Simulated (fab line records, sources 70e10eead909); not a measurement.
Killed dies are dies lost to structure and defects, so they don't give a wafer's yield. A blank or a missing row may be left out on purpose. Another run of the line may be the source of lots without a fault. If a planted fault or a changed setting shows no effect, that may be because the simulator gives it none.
Matching of chambers / flow nandHarc / NHARC_P_GATE_STRIP_108 on rieDiel-01: 4 sister chambers
The step strips in O2. 18 wafers are shown with their chamber, then 9 later ones without.

== WAFERS, EACH WITH ITS CHAMBER ==
wafer=L075.1; chamber=2; drypumpMotorCurrentA (A)=6.1; showerheadPlenumPTorr (Torr)=3.36; throttleValvePct (%)=17.043
wafer=L075.2; chamber=3; drypumpMotorCurrentA (A)=4.8; showerheadPlenumPTorr (Torr)=3.70; throttleValvePct (%)=17.041
wafer=L075.4; chamber=0; drypumpMotorCurrentA (A)=6.1; showerheadPlenumPTorr (Torr)=3.61; throttleValvePct (%)=17.034
wafer=L079.1; chamber=1; drypumpMotorCurrentA (A)=5.6; showerheadPlenumPTorr (Torr)=3.34; throttleValvePct (%)=17.034
wafer=L079.3; chamber=0; drypumpMotorCurrentA (A)=6.1; showerheadPlenumPTorr (Torr)=3.61; throttleValvePct (%)=17.036
wafer=L079.6; chamber=3; drypumpMotorCurrentA (A)=4.8; showerheadPlenumPTorr (Torr)=3.70; throttleValvePct (%)=17.029
wafer=L084.1; chamber=1; drypumpMotorCurrentA (A)=5.6; showerheadPlenumPTorr (Torr)=3.34; throttleValvePct (%)=17.030
wafer=L084.2; chamber=3; drypumpMotorCurrentA (A)=4.8; showerheadPlenumPTorr (Torr)=3.70; throttleValvePct (%)=17.046
wafer=L084.4; chamber=0; drypumpMotorCurrentA (A)=6.1; showerheadPlenumPTorr (Torr)=3.60; throttleValvePct (%)=17.037
wafer=L084.3; chamber=2; drypumpMotorCurrentA (A)=6.1; showerheadPlenumPTorr (Torr)=3.36; throttleValvePct (%)=17.045
wafer=L084.5; chamber=0; drypumpMotorCurrentA (A)=6.1; showerheadPlenumPTorr (Torr)=3.60; throttleValvePct (%)=17.040
wafer=L084.6; chamber=1; drypumpMotorCurrentA (A)=5.6; showerheadPlenumPTorr (Torr)=3.34; throttleValvePct (%)=17.015
wafer=L087.3; chamber=1; drypumpMotorCurrentA (A)=5.7; showerheadPlenumPTorr (Torr)=3.34; throttleValvePct (%)=17.029
wafer=L087.4; chamber=2; drypumpMotorCurrentA (A)=6.1; showerheadPlenumPTorr (Torr)=3.36; throttleValvePct (%)=17.047
wafer=L087.6; chamber=3; drypumpMotorCurrentA (A)=4.8; showerheadPlenumPTorr (Torr)=3.69; throttleValvePct (%)=17.028
wafer=L094.1; chamber=0; drypumpMotorCurrentA (A)=6.1; showerheadPlenumPTorr (Torr)=3.60; throttleValvePct (%)=17.037
wafer=L094.2; chamber=1; drypumpMotorCurrentA (A)=5.6; showerheadPlenumPTorr (Torr)=3.33; throttleValvePct (%)=17.021
wafer=L094.3; chamber=3; drypumpMotorCurrentA (A)=4.8; showerheadPlenumPTorr (Torr)=3.69; throttleValvePct (%)=17.040

SIGNATURES, as means of the wafers listed above
reading=drypumpMotorCurrentA; chamber 0=6.100; chamber 1=5.620; chamber 2=6.100; chamber 3=4.800; scatter within a chamber=0.0239
reading=showerheadPlenumPTorr; chamber 0=3.6040; chamber 1=3.3380; chamber 2=3.3600; chamber 3=3.6960; scatter within a chamber=0.00478
reading=throttleValvePct; chamber 0=17.03680; chamber 1=17.02580; chamber 2=17.04500; chamber 3=17.03680; scatter within a chamber=0.00605
Rule: distance of a wafer from a chamber = root of the sum over the readings of ((wafer's reading minus chamber's mean) / reading's scatter) squared. The wafer belongs to the nearest chamber; if the next one is less than 2 further off, it can't be placed. The scatter is the square root of a quotient: the sum, over the shown wafers, of each reading's squared deviation from its chamber's mean, divided by wafers minus chambers.

== WAFERS WITH NO CHAMBER GIVEN ==
wafer=L094.4; drypumpMotorCurrentA (A)=6.2; showerheadPlenumPTorr (Torr)=3.36; throttleValvePct (%)=17.038
wafer=L094.5; drypumpMotorCurrentA (A)=6.2; showerheadPlenumPTorr (Torr)=3.36; throttleValvePct (%)=17.031
wafer=L094.6; drypumpMotorCurrentA (A)=5.6; showerheadPlenumPTorr (Torr)=3.33; throttleValvePct (%)=17.038
wafer=L093.1; drypumpMotorCurrentA (A)=4.8; showerheadPlenumPTorr (Torr)=3.69; throttleValvePct (%)=17.039
wafer=L093.3; drypumpMotorCurrentA (A)=6.2; showerheadPlenumPTorr (Torr)=3.36; throttleValvePct (%)=17.044
wafer=L093.4; drypumpMotorCurrentA (A)=5.6; showerheadPlenumPTorr (Torr)=3.33; throttleValvePct (%)=17.044
wafer=L095.4; drypumpMotorCurrentA (A)=6.1; showerheadPlenumPTorr (Torr)=3.36; throttleValvePct (%)=17.047
wafer=L095.5; drypumpMotorCurrentA (A)=6.1; showerheadPlenumPTorr (Torr)=3.60; throttleValvePct (%)=17.034
wafer=L095.6; drypumpMotorCurrentA (A)=5.6; showerheadPlenumPTorr (Torr)=3.33; throttleValvePct (%)=17.033

== CHAMBER TAKEN BY EACH ==
wafer=L094.4; from the rows above=2; in truth=2
wafer=L094.5; from the rows above=2; in truth=2
wafer=L094.6; from the rows above=1; in truth=1
wafer=L093.1; from the rows above=3; in truth=3
wafer=L093.3; from the rows above=2; in truth=2
wafer=L093.4; from the rows above=1; in truth=1
wafer=L095.4; from the rows above=2; in truth=2
wafer=L095.5; from the rows above=0; in truth=0
wafer=L095.6; from the rows above=1; in truth=1
Placed correctly: 9 of 9. Not placeable from these rows: 0. Placed wrongly: 0.
